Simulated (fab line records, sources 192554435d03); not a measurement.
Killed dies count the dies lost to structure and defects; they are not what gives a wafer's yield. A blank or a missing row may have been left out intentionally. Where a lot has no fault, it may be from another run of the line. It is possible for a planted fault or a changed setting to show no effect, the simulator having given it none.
What tool caused it? :: flow n5 finfet :: Sampling: 24 lots, 72 wafers, 6 of 1938 route steps

== WHAT THE GAUGES SHOWED, per wafer ==
N5_BEOL_M10_INSPECT_30: inspects for defects (brightfield). Usual: raw defect count 421, standard deviation 79.
lot: L074
measured: day 10 15:59
on: defect inspect-01
raw defect count: 385 347 393
flag: 

lot: L076
measured: day 10 16:10
on: defect inspect-02
raw defect count: 349 393 518
flag: 

lot: L075
measured: day 10 19:11
on: defect inspect-01
raw defect count: 456 371 393
flag: 

lot: L077
measured: day 11 09:42
on: defect inspect-02
raw defect count: 430 443 461
flag: 

lot: L079
measured: day 11 21:29
on: defect inspect-01
raw defect count: 391 420 495
flag: 

lot: L078
measured: day 11 21:38
on: defect inspect-02
raw defect count: 712 496 639
flag: 

lot: L080
measured: day 11 21:49
on: defect inspect-01
raw defect count: 372 380 404
flag: 

lot: L081
measured: day 12 09:38
on: defect inspect-01
raw defect count: 321 555 481
flag: 

lot: L083
measured: day 12 19:51
on: defect inspect-02
raw defect count: 338 401 411
flag: 

lot: L084
measured: day 13 02:40
on: defect inspect-02
raw defect count: 555 344 419
flag: 

lot: L082
measured: day 13 05:34
on: defect inspect-01
raw defect count: 339 350 384
flag: 

lot: L085
measured: day 13 08:10
on: defect inspect-01
raw defect count: 543 367 418
flag: 

lot: L086
measured: day 13 11:52
on: defect inspect-01
raw defect count: 427 469 370
flag: 

lot: L087
measured: day 13 13:01
on: defect inspect-02
raw defect count: 539 419 390
flag: 

lot: L089
measured: day 13 20:38
on: defect inspect-02
raw defect count: 344 335 328
flag: 

lot: L088
measured: day 14 08:41
on: defect inspect-02
raw defect count: 409 411 386
flag: 

lot: L092
measured: day 14 10:54
on: defect inspect-01
raw defect count: 362 384 438
flag: 

lot: L090
measured: day 14 12:16
on: defect inspect-01
raw defect count: 284 397 430
flag: 

lot: L091
measured: day 14 12:28
on: defect inspect-02
raw defect count: 488 591 389
flag: 

lot: L093
measured: day 14 17:12
on: defect inspect-01
raw defect count: 430 368 252
flag: 

lot: L094
measured: day 15 09:19
on: defect inspect-02
raw defect count: 403 380 438
flag: 

lot: L095
measured: day 15 12:38
on: defect inspect-02
raw defect count: 580 406 407
flag: 

lot: L096
measured: day 15 17:43
on: defect inspect-01
raw defect count: 257 394 451
flag: 

lot: L097
measured: day 16 02:44
on: defect inspect-02
raw defect count: 552 364 512
flag: 

N5_BEOL_M12_INSPECT_12: inspects for defects (macro). Usual: raw defect count 2.0, standard deviation 1.5.
lot: L074
measured: day 11 04:44
on: defect inspect-02
raw defect count: 1 3 2
flag: 

lot: L076
measured: day 11 04:35
on: defect inspect-02
raw defect count: 0 1 3
flag: 

lot: L075
measured: day 11 07:38
on: defect inspect-01
raw defect count: 2 0 2
flag: 

lot: L077
measured: day 12 01:02
on: defect inspect-01
raw defect count: 0 3 1
flag: 

lot: L079
measured: day 12 09:41
on: defect inspect-02
raw defect count: 2 4 6
flag: 

lot: L078
measured: day 12 09:28
on: defect inspect-02
raw defect count: 0 0 0
flag: 

lot: L080
measured: day 12 09:56
on: defect inspect-02
raw defect count: 1 2 3
flag: 

lot: L081
measured: day 12 22:28
on: defect inspect-01
raw defect count: 1 3 6
flag: 

lot: L083
measured: day 13 09:06
on: defect inspect-01
raw defect count: 5 6 1
flag: 

lot: L084
measured: day 13 12:53
on: defect inspect-02
raw defect count: 1 1 1
flag: 

lot: L082
measured: day 13 14:47
on: defect inspect-01
raw defect count: 1 2 4
flag: 

lot: L085
measured: day 13 18:15
on: defect inspect-01
raw defect count: 0 1 4
flag: 

lot: L086
measured: day 13 23:34
on: defect inspect-02
raw defect count: 1 2 4
flag: 

lot: L087
measured: day 14 01:04
on: defect inspect-02
raw defect count: 2 0 3
flag: 

lot: L089
measured: day 14 08:27
on: defect inspect-01
raw defect count: 1 0 2
flag: 

lot: L088
measured: day 14 20:33
on: defect inspect-01
raw defect count: 3 3 4
flag: 

lot: L092
measured: day 15 00:21
on: defect inspect-02
raw defect count: 1 2 4
flag: 

lot: L090
measured: day 15 01:23
on: defect inspect-01
raw defect count: 4 5 1
flag: 

lot: L091
measured: day 15 00:50
on: defect inspect-01
raw defect count: 1 2 3
flag: 

lot: L093
measured: day 15 05:34
on: defect inspect-01
raw defect count: 3 3 2
flag: 

lot: L094
measured: day 15 22:40
on: defect inspect-01
raw defect count: 1 1 4
flag: 

lot: L095
measured: day 16 02:08
on: defect inspect-02
raw defect count: 1 2 3
flag: 

lot: L096
measured: day 16 06:43
on: defect inspect-02
raw defect count: 0 0 1
flag: 

lot: L097
measured: day 16 16:16
on: defect inspect-01
raw defect count: 3 0 1
flag: 

== TOOL THAT RAN EACH LOT (tool first, then ch and the chambers of the sampled wafers, then the start) ==
lot: L074
N5_BEOL_M11_ETCH_62: rie diel-04 ch 0,1, day 10 21:05
N5_BEOL_M11_ANNEAL_51: rtp anneal-01 ch 0, day 11 03:31
N5_BEOL_M11_CMP_52: cmp-01 ch 0,2, day 11 03:48
N5_BEOL_M12_ILD_DEP_00: pecvd-01 ch 0,1,2, day 11 04:15

lot: L076
N5_BEOL_M11_ETCH_62: rie diel-06 ch 2,3, day 10 21:23
N5_BEOL_M11_ANNEAL_51: rtp anneal-02 ch 0, day 11 03:14
N5_BEOL_M11_CMP_52: cmp-01 ch 0,2,3, day 11 03:34
N5_BEOL_M12_ILD_DEP_00: pecvd-03 ch 0,2, day 11 03:58

lot: L075
N5_BEOL_M11_ETCH_62: rie diel-02 ch 2,3, day 11 02:00
N5_BEOL_M11_ANNEAL_51: rtp anneal-01 ch 0, day 11 06:20
N5_BEOL_M11_CMP_52: cmp-04 ch 0,2,3, day 11 06:37
N5_BEOL_M12_ILD_DEP_00: pecvd-01 ch 0,2, day 11 07:02

lot: L077
N5_BEOL_M11_ETCH_62: rie diel-06 ch 2,3, day 11 19:18
N5_BEOL_M11_ANNEAL_51: rtp anneal-01 ch 0, day 11 23:49
N5_BEOL_M11_CMP_52: cmp-04 ch 0,1,3, day 12 00:06
N5_BEOL_M12_ILD_DEP_00: pecvd-01 ch 0,1, day 12 00:33

lot: L079
N5_BEOL_M11_ETCH_62: rie diel-02 ch 0,1,3, day 12 02:52
N5_BEOL_M11_ANNEAL_51: rtp anneal-01 ch 0, day 12 08:14
N5_BEOL_M11_CMP_52: cmp-04 ch 0,1,2, day 12 08:38
N5_BEOL_M12_ILD_DEP_00: pecvd-02 ch 1,2, day 12 09:09

lot: L078
N5_BEOL_M11_ETCH_62: rie diel-06 ch 0,1, day 12 03:01
N5_BEOL_M11_ANNEAL_51: rtp anneal-02 ch 0, day 12 08:16
N5_BEOL_M11_CMP_52: cmp-02 ch 0,1,3, day 12 08:28
N5_BEOL_M12_ILD_DEP_00: pecvd-03 ch 0,1,2, day 12 08:58

lot: L080
N5_BEOL_M11_ETCH_62: rie diel-04 ch 0,1, day 12 03:41
N5_BEOL_M11_ANNEAL_51: rtp anneal-01 ch 0, day 12 08:42
N5_BEOL_M11_CMP_52: cmp-04 ch 0,2,3, day 12 09:01
N5_BEOL_M12_ILD_DEP_00: pecvd-01 ch 0,1, day 12 09:26

lot: L081
N5_BEOL_M11_ETCH_62: rie diel-02 ch 0,1,2, day 12 15:32
N5_BEOL_M11_ANNEAL_51: rtp anneal-02 ch 0, day 12 20:02
N5_BEOL_M11_CMP_52: cmp-04 ch 2,3, day 12 20:22
N5_BEOL_M12_ILD_DEP_00: pecvd-01 ch 0,1,2, day 12 20:49

lot: L083
N5_BEOL_M11_ETCH_62: rie diel-04 ch 2,3, day 13 03:59
N5_BEOL_M11_ANNEAL_51: rtp anneal-02 ch 0, day 13 07:54
N5_BEOL_M11_CMP_52: cmp-04 ch 0,2,3, day 13 08:07
N5_BEOL_M12_ILD_DEP_00: pecvd-01 ch 0,1,2, day 13 08:35

lot: L084
N5_BEOL_M11_ETCH_62: rie diel-02 ch 2,3, day 13 08:51
N5_BEOL_M11_ANNEAL_51: rtp anneal-02 ch 0, day 13 11:39
N5_BEOL_M11_CMP_52: cmp-01 ch 0,3, day 13 11:54
N5_BEOL_M12_ILD_DEP_00: pecvd-01 ch 0,1, day 13 12:23

lot: L082
N5_BEOL_M11_ETCH_62: rie diel-06 ch 0,2, day 13 10:28
N5_BEOL_M11_ANNEAL_51: rtp anneal-01 ch 0, day 13 13:33
N5_BEOL_M11_CMP_52: cmp-02 ch 0,1,3, day 13 13:53
N5_BEOL_M12_ILD_DEP_00: pecvd-02 ch 0,2, day 13 14:17

lot: L085
N5_BEOL_M11_ETCH_62: rie diel-06 ch 1,2, day 13 12:45
N5_BEOL_M11_ANNEAL_51: rtp anneal-01 ch 0, day 13 16:59
N5_BEOL_M11_CMP_52: cmp-01 ch 1,2,3, day 13 17:17
N5_BEOL_M12_ILD_DEP_00: pecvd-03 ch 0,1,2, day 13 17:46

lot: L086
N5_BEOL_M11_ETCH_62: rie diel-06 ch 0,1,2, day 13 16:53
N5_BEOL_M11_ANNEAL_51: rtp anneal-02 ch 0, day 13 22:21
N5_BEOL_M11_CMP_52: cmp-01 ch 0,1, day 13 22:36
N5_BEOL_M12_ILD_DEP_00: pecvd-03 ch 0,1,2, day 13 23:05

lot: L087
N5_BEOL_M11_ETCH_62: rie diel-06 ch 0,1,2, day 13 19:38
N5_BEOL_M11_ANNEAL_51: rtp anneal-01 ch 0, day 13 23:47
N5_BEOL_M11_CMP_52: cmp-04 ch 0,3, day 14 00:05
N5_BEOL_M12_ILD_DEP_00: pecvd-01 ch 0,2, day 14 00:35

lot: L089
N5_BEOL_M11_ETCH_62: rie diel-06 ch 0,2, day 14 02:40
N5_BEOL_M11_ANNEAL_51: rtp anneal-01 ch 0, day 14 07:10
N5_BEOL_M11_CMP_52: cmp-02 ch 1,2, day 14 07:26
N5_BEOL_M12_ILD_DEP_00: pecvd-03 ch 0,1, day 14 07:55

lot: L088
N5_BEOL_M11_ETCH_62: rie diel-02 ch 0,2,3, day 14 14:13
N5_BEOL_M11_ANNEAL_51: rtp anneal-02 ch 0, day 14 19:10
N5_BEOL_M11_CMP_52: cmp-04 ch 0,1,2, day 14 19:28
N5_BEOL_M12_ILD_DEP_00: pecvd-03 ch 0,1,2, day 14 19:56

lot: L092
N5_BEOL_M11_ETCH_62: rie diel-06 ch 0,2,3, day 14 18:16
N5_BEOL_M11_ANNEAL_51: rtp anneal-02 ch 0, day 14 22:58
N5_BEOL_M11_CMP_52: cmp-04 ch 0,1,3, day 14 23:15
N5_BEOL_M12_ILD_DEP_00: pecvd-03 ch 0,2, day 14 23:44

lot: L090
N5_BEOL_M11_ETCH_62: rie diel-06 ch 0,1,3, day 14 19:12
N5_BEOL_M11_ANNEAL_51: rtp anneal-02 ch 0, day 15 00:08
N5_BEOL_M11_CMP_52: cmp-04 ch 1,2,3, day 15 00:26
N5_BEOL_M12_ILD_DEP_00: pecvd-03 ch 0,1,2, day 15 00:55

lot: L091
N5_BEOL_M11_ETCH_62: rie diel-06 ch 0,1, day 14 18:34
N5_BEOL_M11_ANNEAL_51: rtp anneal-01 ch 0, day 14 23:36
N5_BEOL_M11_CMP_52: cmp-01 ch 1,3, day 14 23:53
N5_BEOL_M12_ILD_DEP_00: pecvd-02 ch 0,1,2, day 15 00:20

lot: L093
N5_BEOL_M11_ETCH_62: rie diel-04 ch 1,2, day 14 23:07
N5_BEOL_M11_ANNEAL_51: rtp anneal-01 ch 0, day 15 04:17
N5_BEOL_M11_CMP_52: cmp-01 ch 0,2,3, day 15 04:41
N5_BEOL_M12_ILD_DEP_00: pecvd-01 ch 1,2, day 15 05:05

lot: L094
N5_BEOL_M11_ETCH_62: rie diel-06 ch 1,2, day 15 15:46
N5_BEOL_M11_ANNEAL_51: rtp anneal-01 ch 0, day 15 21:15
N5_BEOL_M11_CMP_52: cmp-02 ch 0,1, day 15 21:34
N5_BEOL_M12_ILD_DEP_00: pecvd-02 ch 0,1, day 15 22:02

lot: L095
N5_BEOL_M11_ETCH_62: rie diel-06 ch 1,3, day 15 19:28
N5_BEOL_M11_ANNEAL_51: rtp anneal-02 ch 0, day 16 00:43
N5_BEOL_M11_CMP_52: cmp-02 ch 0,1,3, day 16 01:01
N5_BEOL_M12_ILD_DEP_00: pecvd-02 ch 0,1,2, day 16 01:31

lot: L096
N5_BEOL_M11_ETCH_62: rie diel-04 ch 1,2,3, day 15 23:49
N5_BEOL_M11_ANNEAL_51: rtp anneal-02 ch 0, day 16 05:23
N5_BEOL_M11_CMP_52: cmp-02 ch 0,2,3, day 16 05:41
N5_BEOL_M12_ILD_DEP_00: pecvd-01 ch 0,1, day 16 06:10

lot: L097
N5_BEOL_M11_ETCH_62: rie diel-04 ch 0,1, day 16 08:53
N5_BEOL_M11_ANNEAL_51: rtp anneal-02 ch 0, day 16 15:02
N5_BEOL_M11_CMP_52: cmp-02 ch 0,1,2, day 16 15:22
N5_BEOL_M12_ILD_DEP_00: pecvd-02 ch 0,1,2, day 16 15:46
- N5_BEOL_M11_ETCH_62: etches SOC in N2/H2, target depth 110 nm, overetch 22 nm, time 165 s.
- N5_BEOL_M11_ANNEAL_51: time 90 s.
- N5_BEOL_M11_CMP_52: polishes, stops on SiCOH lowk, t overpolish 7 s, target thk 140 nm.
- N5_BEOL_M12_ILD_DEP_00: deposits SiOC from DEMS/O2, target thk 658.92 nm, time 130.7 s.

== AS READ BY THE TOOLS THEMSELVES (means over the sampled wafers that have a number; for cases with no such wafer, the mark the record gives instead) ==
N5_BEOL_M11_ETCH_62. Usual: drypump motor current A 5.3 A, standard deviation 0.49; n2 flow sccm 200.0 sccm, standard deviation 0.61; oes product au 0.70 a.u., standard deviation 0.074; rf vpp V 524.9 V, standard deviation 2.8; showerhead plenum p Torr 2.57 Torr, standard deviation 0.1; throttle valve pct 17.78 %, standard deviation 0.28.
lot: L074
tool: rie diel-04
drypump motor current A (A): 5.5
n2 flow sccm (sccm): 200.4
oes product au (a.u.): 0.71
rf vpp V (V): 525.0
showerhead plenum p Torr (Torr): 2.57
throttle valve pct (%): 17.61
flag: 

lot: L076
tool: rie diel-06
drypump motor current A (A): 4.8
n2 flow sccm (sccm): 199.7
oes product au (a.u.): 0.65
rf vpp V (V): 527.6
showerhead plenum p Torr (Torr): 2.66
throttle valve pct (%): 17.96
flag: 

lot: L075
tool: rie diel-02
drypump motor current A (A): 5.7
n2 flow sccm (sccm): 199.9
oes product au (a.u.): 0.65
rf vpp V (V): 525.4
showerhead plenum p Torr (Torr): 2.62
throttle valve pct (%): 18.06
flag: 

lot: L077
tool: rie diel-06
drypump motor current A (A): 4.7
n2 flow sccm (sccm): 200.5
oes product au (a.u.): 0.70
rf vpp V (V): 528.1
showerhead plenum p Torr (Torr): 2.68
throttle valve pct (%): 17.92
flag: 

lot: L079
tool: rie diel-02
drypump motor current A (A): 5.9
n2 flow sccm (sccm): 199.8
oes product au (a.u.): 0.77
rf vpp V (V): 526.8
showerhead plenum p Torr (Torr): 2.66
throttle valve pct (%): 17.52
flag: 

lot: L078
tool: rie diel-06
drypump motor current A (A): 5.1
n2 flow sccm (sccm): 200.4
oes product au (a.u.): 0.65
rf vpp V (V): 520.8
showerhead plenum p Torr (Torr): 2.43
throttle valve pct (%): 17.86
flag: 

lot: L080
tool: rie diel-04
drypump motor current A (A): 5.5
n2 flow sccm (sccm): 199.6
oes product au (a.u.): 0.70
rf vpp V (V): 524.4
showerhead plenum p Torr (Torr): 2.57
throttle valve pct (%): 17.62
flag: 

lot: L081
tool: rie diel-02
drypump motor current A (A): 5.8
n2 flow sccm (sccm): 199.7
oes product au (a.u.): 0.71
rf vpp V (V): 527.6
showerhead plenum p Torr (Torr): 2.66
throttle valve pct (%): 17.60
flag: 

lot: L083
tool: rie diel-04
drypump motor current A (A): 5.4
n2 flow sccm (sccm): 199.9
oes product au (a.u.): 0.66
rf vpp V (V): 525.3
showerhead plenum p Torr (Torr): 2.58
throttle valve pct (%): 17.87
flag: 

lot: L084
tool: rie diel-02
drypump motor current A (A): 5.8
n2 flow sccm (sccm): 199.9
oes product au (a.u.): 0.79
rf vpp V (V): 525.2
showerhead plenum p Torr (Torr): 2.61
throttle valve pct (%): 17.86
flag: 

lot: L082
tool: rie diel-06
drypump motor current A (A): 4.7
n2 flow sccm (sccm): 199.3
oes product au (a.u.): 0.69
rf vpp V (V): 526.4
showerhead plenum p Torr (Torr): 2.60
throttle valve pct (%): 17.95
flag: 

lot: L085
tool: rie diel-06
drypump motor current A (A): 5.0
n2 flow sccm (sccm): 199.5
oes product au (a.u.): 0.72
rf vpp V (V): 525.5
showerhead plenum p Torr (Torr): 2.62
throttle valve pct (%): 17.76
flag: 

lot: L086
tool: rie diel-06
drypump motor current A (A): 5.1
n2 flow sccm (sccm): 200.3
oes product au (a.u.): 0.68
rf vpp V (V): 522.8
showerhead plenum p Torr (Torr): 2.52
throttle valve pct (%): 17.82
flag: 

lot: L087
tool: rie diel-06
drypump motor current A (A): 5.1
n2 flow sccm (sccm): 200.0
oes product au (a.u.): 0.68
rf vpp V (V): 523.7
showerhead plenum p Torr (Torr): 2.52
throttle valve pct (%): 17.82
flag: 

lot: L089
tool: rie diel-06
drypump motor current A (A): 4.7
n2 flow sccm (sccm): 200.1
oes product au (a.u.): 0.68
rf vpp V (V): 524.6
showerhead plenum p Torr (Torr): 2.60
throttle valve pct (%): 17.96
flag: 

lot: L088
tool: rie diel-02
drypump motor current A (A): 5.8
n2 flow sccm (sccm): 199.9
oes product au (a.u.): 0.75
rf vpp V (V): 525.6
showerhead plenum p Torr (Torr): 2.63
throttle valve pct (%): 17.79
flag: 

lot: L092
tool: rie diel-06
drypump motor current A (A): 4.8
n2 flow sccm (sccm): 199.9
oes product au (a.u.): 0.71
rf vpp V (V): 525.1
showerhead plenum p Torr (Torr): 2.57
throttle valve pct (%): 17.85
flag: 

lot: L090
tool: rie diel-06
drypump motor current A (A): 5.1
n2 flow sccm (sccm): 200.4
oes product au (a.u.): 0.70
rf vpp V (V): 523.2
showerhead plenum p Torr (Torr): 2.49
throttle valve pct (%): 17.72
flag: 

lot: L091
tool: rie diel-06
drypump motor current A (A): 5.1
n2 flow sccm (sccm): 200.1
oes product au (a.u.): 0.63
rf vpp V (V): 521.6
showerhead plenum p Torr (Torr): 2.42
throttle valve pct (%): 17.89
flag: 

lot: L093
tool: rie diel-04
drypump motor current A (A): 5.2
n2 flow sccm (sccm): 200.0
oes product au (a.u.): 0.65
rf vpp V (V): 523.4
showerhead plenum p Torr (Torr): 2.56
throttle valve pct (%): 17.83
flag: 

lot: L094
tool: rie diel-06
drypump motor current A (A): 5.4
n2 flow sccm (sccm): 200.3
oes product au (a.u.): 0.69
rf vpp V (V): 525.0
showerhead plenum p Torr (Torr): 2.53
throttle valve pct (%): 17.67
flag: 

lot: L095
tool: rie diel-06
drypump motor current A (A): 5.5
n2 flow sccm (sccm): 199.7
oes product au (a.u.): 0.72
rf vpp V (V): 523.6
showerhead plenum p Torr (Torr): 2.50
throttle valve pct (%): 17.55
flag: 

lot: L096
tool: rie diel-04
drypump motor current A (A): 5.5
n2 flow sccm (sccm): 200.0
oes product au (a.u.): 0.69
rf vpp V (V): 525.0
showerhead plenum p Torr (Torr): 2.56
throttle valve pct (%): 17.87
flag: 

lot: L097
tool: rie diel-04
drypump motor current A (A): 5.5
n2 flow sccm (sccm): 199.8
oes product au (a.u.): 0.67
rf vpp V (V): 524.2
showerhead plenum p Torr (Torr): 2.56
throttle valve pct (%): 17.68
flag: 

N5_BEOL_M11_ANNEAL_51. Usual: wafer_temp_C_max 226.18, standard deviation 0.29.
lot: L074
tool: rtp anneal-01
wafer_temp_C_max: 226.03
flag: 

lot: L076
tool: rtp anneal-02
wafer_temp_C_max: 226.04
flag: 

lot: L075
tool: rtp anneal-01
wafer_temp_C_max: 226.44
flag: 

lot: L077
tool: rtp anneal-01
wafer_temp_C_max: 226.28
flag: 

lot: L079
tool: rtp anneal-01
wafer_temp_C_max: 226.28
flag: 

lot: L078
tool: rtp anneal-02
wafer_temp_C_max: 225.97
flag: 

lot: L080
tool: rtp anneal-01
wafer_temp_C_max: 226.30
flag: 

lot: L081
tool: rtp anneal-02
wafer_temp_C_max: 226.19
flag: 

lot: L083
tool: rtp anneal-02
wafer_temp_C_max: 226.19
flag: 

lot: L084
tool: rtp anneal-02
wafer_temp_C_max: 226.27
flag: 

lot: L082
tool: rtp anneal-01
wafer_temp_C_max: 226.08
flag: 

lot: L085
tool: rtp anneal-01
wafer_temp_C_max: 226.24
flag: 

lot: L086
tool: rtp anneal-02
wafer_temp_C_max: 226.13
flag: 

lot: L087
tool: rtp anneal-01
wafer_temp_C_max: 226.17
flag: 

lot: L089
tool: rtp anneal-01
wafer_temp_C_max: 226.10
flag: 

lot: L088
tool: rtp anneal-02
wafer_temp_C_max: 225.94
flag: 

lot: L092
tool: rtp anneal-02
wafer_temp_C_max: 226.04
flag: 

lot: L090
tool: rtp anneal-02
wafer_temp_C_max: 225.72
flag: 

lot: L091
tool: rtp anneal-01
wafer_temp_C_max: 226.54
flag: 

lot: L093
tool: rtp anneal-01
wafer_temp_C_max: 226.05
flag: 

lot: L094
tool: rtp anneal-01
wafer_temp_C_max: 226.40
flag: 

lot: L095
tool: rtp anneal-02
wafer_temp_C_max: 226.15
flag: 

lot: L096
tool: rtp anneal-02
wafer_temp_C_max: 226.13
flag: 

lot: L097
tool: rtp anneal-02
wafer_temp_C_max: 225.84
flag: 

N5_BEOL_M11_CMP_52. Usual: barrier field endpoint s 29.4 s, standard deviation 0.74; edge zone pressure frac 1.000, standard deviation 0.0048; motor current A 6.1 A, standard deviation 0.53; overpolish run s 7.000 s, standard deviation 0.01; time to endpoint s 67.4 s, standard deviation 2.7.
lot: L074
tool: cmp-01
barrier field endpoint s (s): 29.6
edge zone pressure frac: 1.005
motor current A (A): 5.7
overpolish run s (s): 6.995
time to endpoint s (s): 65.5
flag: 

lot: L076
tool: cmp-01
barrier field endpoint s (s): 29.4
edge zone pressure frac: 1.004
motor current A (A): 6.0
overpolish run s (s): 6.996
time to endpoint s (s): 66.4
flag: 

lot: L075
tool: cmp-04
barrier field endpoint s (s): 29.6
edge zone pressure frac: 1.000
motor current A (A): 6.3
overpolish run s (s): 7.011
time to endpoint s (s): 65.8
flag: 

lot: L077
tool: cmp-04
barrier field endpoint s (s): 29.5
edge zone pressure frac: 1.004
motor current A (A): 5.9
overpolish run s (s): 7.004
time to endpoint s (s): 67.4
flag: 

lot: L079
tool: cmp-04
barrier field endpoint s (s): 30.0
edge zone pressure frac: 1.001
motor current A (A): 6.0
overpolish run s (s): 7.004
time to endpoint s (s): 69.6
flag: 

lot: L078
tool: cmp-02
barrier field endpoint s (s): 29.4
edge zone pressure frac: 1.000
motor current A (A): 6.0
overpolish run s (s): 6.995
time to endpoint s (s): 67.7
flag: 

lot: L080
tool: cmp-04
barrier field endpoint s (s): 29.8
edge zone pressure frac: 0.999
motor current A (A): 6.0
overpolish run s (s): 7.005
time to endpoint s (s): 68.5
flag: 

lot: L081
tool: cmp-04
barrier field endpoint s (s): 29.7
edge zone pressure frac: 0.999
motor current A (A): 6.6
overpolish run s (s): 6.998
time to endpoint s (s): 68.6
flag: 

lot: L083
tool: cmp-04
barrier field endpoint s (s): 30.2
edge zone pressure frac: 1.002
motor current A (A): 6.2
overpolish run s (s): 7.003
time to endpoint s (s): 70.5
flag: 

lot: L084
tool: cmp-01
barrier field endpoint s (s): 28.7
edge zone pressure frac: 0.999
motor current A (A): 6.6
overpolish run s (s): 7.008
time to endpoint s (s): 65.4
flag: 

lot: L082
tool: cmp-02
barrier field endpoint s (s): 28.9
edge zone pressure frac: 1.001
motor current A (A): 6.1
overpolish run s (s): 6.999
time to endpoint s (s): 64.2
flag: 

lot: L085
tool: cmp-01
barrier field endpoint s (s): 29.4
edge zone pressure frac: 0.996
motor current A (A): 6.4
overpolish run s (s): 7.001
time to endpoint s (s): 65.7
flag: 

lot: L086
tool: cmp-01
barrier field endpoint s (s): 29.3
edge zone pressure frac: 1.001
motor current A (A): 6.2
overpolish run s (s): 7.006
time to endpoint s (s): 66.8
flag: 

lot: L087
tool: cmp-04
barrier field endpoint s (s): 28.8
edge zone pressure frac: 0.997
motor current A (A): 5.9
overpolish run s (s): 6.993
time to endpoint s (s): 68.2
flag: 

lot: L089
tool: cmp-02
barrier field endpoint s (s): 29.4
edge zone pressure frac: 1.000
motor current A (A): 5.9
overpolish run s (s): 7.000
time to endpoint s (s): 68.5
flag: 

lot: L088
tool: cmp-04
barrier field endpoint s (s): 29.4
edge zone pressure frac: 1.004
motor current A (A): 6.0
overpolish run s (s): 6.998
time to endpoint s (s): 66.0
flag: 

lot: L092
tool: cmp-04
barrier field endpoint s (s): 29.3
edge zone pressure frac: 0.999
motor current A (A): 5.7
overpolish run s (s): 6.994
time to endpoint s (s): 66.5
flag: 

lot: L090
tool: cmp-04
barrier field endpoint s (s): 29.0
edge zone pressure frac: 1.004
motor current A (A): 6.3
overpolish run s (s): 6.990
time to endpoint s (s): 65.1
flag: 

lot: L091
tool: cmp-01
barrier field endpoint s (s): 28.9
edge zone pressure frac: 0.995
motor current A (A): 6.9
overpolish run s (s): 7.002
time to endpoint s (s): 64.8
flag: 

lot: L093
tool: cmp-01
barrier field endpoint s (s): 29.7
edge zone pressure frac: 0.997
motor current A (A): 5.8
overpolish run s (s): 6.997
time to endpoint s (s): 67.7
flag: 

lot: L094
tool: cmp-02
barrier field endpoint s (s): 28.8
edge zone pressure frac: 0.998
motor current A (A): 6.2
overpolish run s (s): 7.002
time to endpoint s (s): 67.5
flag: 

lot: L095
tool: cmp-02
barrier field endpoint s (s): 29.4
edge zone pressure frac: 1.000
motor current A (A): 5.8
overpolish run s (s): 6.988
time to endpoint s (s): 69.1
flag: 

lot: L096
tool: cmp-02
barrier field endpoint s (s): 29.5
edge zone pressure frac: 0.995
motor current A (A): 6.0
overpolish run s (s): 6.993
time to endpoint s (s): 67.6
flag: 

lot: L097
tool: cmp-02
barrier field endpoint s (s): 29.3
edge zone pressure frac: 0.999
motor current A (A): 6.1
overpolish run s (s): 7.001
time to endpoint s (s): 70.1
flag: 

N5_BEOL_M12_ILD_DEP_00. Usual: heater power w 501 W, standard deviation 78; showerhead plenum p Torr 5.697 Torr, standard deviation 0.014; throttle valve pct 11.7 %, standard deviation 0.72.
lot: L074
tool: pecvd-01
heater power w (W): 458
showerhead plenum p Torr (Torr): 5.701
throttle valve pct (%): 11.4
flag: 

lot: L076
tool: pecvd-03
heater power w (W): 517
showerhead plenum p Torr (Torr): 5.693
throttle valve pct (%): 11.6
flag: 

lot: L075
tool: pecvd-01
heater power w (W): 407
showerhead plenum p Torr (Torr): 5.704
throttle valve pct (%): 12.1
flag: 

lot: L077
tool: pecvd-01
heater power w (W): 490
showerhead plenum p Torr (Torr): 5.694
throttle valve pct (%): 11.6
flag: 

lot: L079
tool: pecvd-02
heater power w (W): 477
showerhead plenum p Torr (Torr): 5.711
throttle valve pct (%): 11.5
flag: 

lot: L078
tool: pecvd-03
heater power w (W): 536
showerhead plenum p Torr (Torr): 5.695
throttle valve pct (%): 11.7
flag: 

lot: L080
tool: pecvd-01
heater power w (W): 464
showerhead plenum p Torr (Torr): 5.704
throttle valve pct (%): 11.6
flag: 

lot: L081
tool: pecvd-01
heater power w (W): 496
showerhead plenum p Torr (Torr): 5.700
throttle valve pct (%): 11.5
flag: 

lot: L083
tool: pecvd-01
heater power w (W): 458
showerhead plenum p Torr (Torr): 5.694
throttle valve pct (%): 11.5
flag: 

lot: L084
tool: pecvd-01
heater power w (W): 403
showerhead plenum p Torr (Torr): 5.705
throttle valve pct (%): 11.8
flag: 

lot: L082
tool: pecvd-02
heater power w (W): 523
showerhead plenum p Torr (Torr): 5.690
throttle valve pct (%): 12.8
flag: 

lot: L085
tool: pecvd-03
heater power w (W): 547
showerhead plenum p Torr (Torr): 5.695
throttle valve pct (%): 11.7
flag: 

lot: L086
tool: pecvd-03
heater power w (W): 563
showerhead plenum p Torr (Torr): 5.700
throttle valve pct (%): 11.7
flag: 

lot: L087
tool: pecvd-01
heater power w (W): 474
showerhead plenum p Torr (Torr): 5.700
throttle valve pct (%): 11.5
flag: 

lot: L089
tool: pecvd-03
heater power w (W): 505
showerhead plenum p Torr (Torr): 5.700
throttle valve pct (%): 12.1
flag: 

lot: L088
tool: pecvd-03
heater power w (W): 548
showerhead plenum p Torr (Torr): 5.694
throttle valve pct (%): 11.8
flag: 

lot: L092
tool: pecvd-03
heater power w (W): 566
showerhead plenum p Torr (Torr): 5.684
throttle valve pct (%): 11.2
flag: 

lot: L090
tool: pecvd-03
heater power w (W): 551
showerhead plenum p Torr (Torr): 5.689
throttle valve pct (%): 11.7
flag: 

lot: L091
tool: pecvd-02
heater power w (W): 486
showerhead plenum p Torr (Torr): 5.701
throttle valve pct (%): 12.2
flag: 

lot: L093
tool: pecvd-01
heater power w (W): 532
showerhead plenum p Torr (Torr): 5.677
throttle valve pct (%): 11.2
flag: 

lot: L094
tool: pecvd-02
heater power w (W): 519
showerhead plenum p Torr (Torr): 5.700
throttle valve pct (%): 11.6
flag: 

lot: L095
tool: pecvd-02
heater power w (W): 529
showerhead plenum p Torr (Torr): 5.698
throttle valve pct (%): 12.2
flag: 

lot: L096
tool: pecvd-01
heater power w (W): 365
showerhead plenum p Torr (Torr): 5.702
throttle valve pct (%): 12.0
flag: 

lot: L097
tool: pecvd-02
heater power w (W): 556
showerhead plenum p Torr (Torr): 5.694
throttle valve pct (%): 12.2
flag: 

== THE ANSWER, worked out from the rows above alone ==
Rule: lot off if the mean of its wafers having a number is beyond 3 standard deviations from the usual mean. Also off: a lot with no number at a reading for which 4 or more lots have one. Where the step has rows for the other lots, those lots are counted as sound. After the gauges, taken in route order, come the tools' own readings; for these a lot's mean is taken, as printed above. At the first step where some lot is off, the reading lying furthest off is the one used; lots without a number count as furthest.
No lot is off at any reading shown: from this, nothing can be told.

== WHAT HAD BEEN PUT IN BY THE SIMULATOR ==
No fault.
